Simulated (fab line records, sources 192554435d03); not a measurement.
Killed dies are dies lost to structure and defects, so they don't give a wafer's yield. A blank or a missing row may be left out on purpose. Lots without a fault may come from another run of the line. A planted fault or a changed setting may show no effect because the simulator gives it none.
Split-lot experiment | flow n5_finfet | 7 lots, 21 wafers read, on a route of 1938 steps

THE SPLIT
At N5_DUMMY_GATE_HM_DEP_06 (deposits SiNx from DCS/NH3, target thk 80 nm, time 5141 s), the setting time_s was moved away from the recipe's 5141 s on 15 of the 21 wafers read, by -9.8% to +7.6%. The other wafers ran this setting at the recipe's value.

The reading is taken at the split's own step.

THE READING
SiNx_of_DUMMY_GATE_HM_DEP_06.thk_nm (the simulator's own value, which no gauge read), in nm, at N5_DUMMY_GATE_HM_DEP_06 (deposits SiNx from DCS/NH3, target thk 80 nm, time 5141 s). The file gives no usual value for it. The 6 wafers here that ran the recipe average 80.4 nm, standard deviation 0.31 nm.

wafer  | tool, chamber at the split | time_s as run, s | against the recipe | SiNx_of_DUMMY_GATE_HM_DEP_06.thk_nm, nm | against lot-mates on the recipe
L081.1 | -, -                       | 5530             | +7.6%              | 86.2                                    | no lot-mate on the recipe
L081.2 | -, -                       | 5530             | +7.6%              | 86                                      | no lot-mate on the recipe
L081.4 | -, -                       | 5530             | +7.6%              | 86.6                                    | no lot-mate on the recipe
L083.1 | -, -                       | 5378             | +4.6%              | 84.4                                    | no lot-mate on the recipe
L083.2 | -, -                       | 5378             | +4.6%              | 84.6                                    | no lot-mate on the recipe
L083.5 | -, -                       | 5378             | +4.6%              | 83.8                                    | no lot-mate on the recipe
L084.1 | lpcvd-01, 0/65             | 5141             | recipe             | 80.8                                    | -
L084.5 | lpcvd-01, 0/84             | 5141             | recipe             | 80.4                                    | -
L084.6 | lpcvd-01, 0/89             | 5141             | recipe             | 80.6                                    | -
L086.2 | -, -                       | 5141             | recipe             | 80.4                                    | -
L086.3 | -, -                       | 5141             | recipe             | 80.6                                    | -
L086.4 | -, -                       | 5141             | recipe             | 79.8                                    | -
L088.1 | -, -                       | 4780             | -7.0%              | 72.6                                    | no lot-mate on the recipe
L088.3 | -, -                       | 4780             | -7.0%              | 73.4                                    | no lot-mate on the recipe
L088.6 | -, -                       | 4780             | -7.0%              | 73.2                                    | no lot-mate on the recipe
L091.4 | -, -                       | 4671             | -9.1%              | 73.8                                    | no lot-mate on the recipe
L091.5 | -, -                       | 4671             | -9.1%              | 72.6                                    | no lot-mate on the recipe
L091.6 | -, -                       | 4671             | -9.1%              | 73                                      | no lot-mate on the recipe
L093.1 | -, -                       | 4636             | -9.8%              | 73                                      | no lot-mate on the recipe
L093.3 | -, -                       | 4636             | -9.8%              | 73                                      | no lot-mate on the recipe
L093.5 | -, -                       | 4636             | -9.8%              | 73.2                                    | no lot-mate on the recipe

THE FIT
A straight line over all 21 wafers: SiNx_of_DUMMY_GATE_HM_DEP_06.thk_nm changes by +0.813 nm for each +1% of time_s; r = +0.99; the points scatter about the line by 0.78 nm.
Too few moved wafers have a lot-mate on the recipe to fit a line with each lot's own level taken away.

THE FILE'S OWN FIT
SiNx_of_DUMMY_GATE_HM_DEP_06.thk_nm changes by +0.813 nm for each +1% of time_s, r = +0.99.
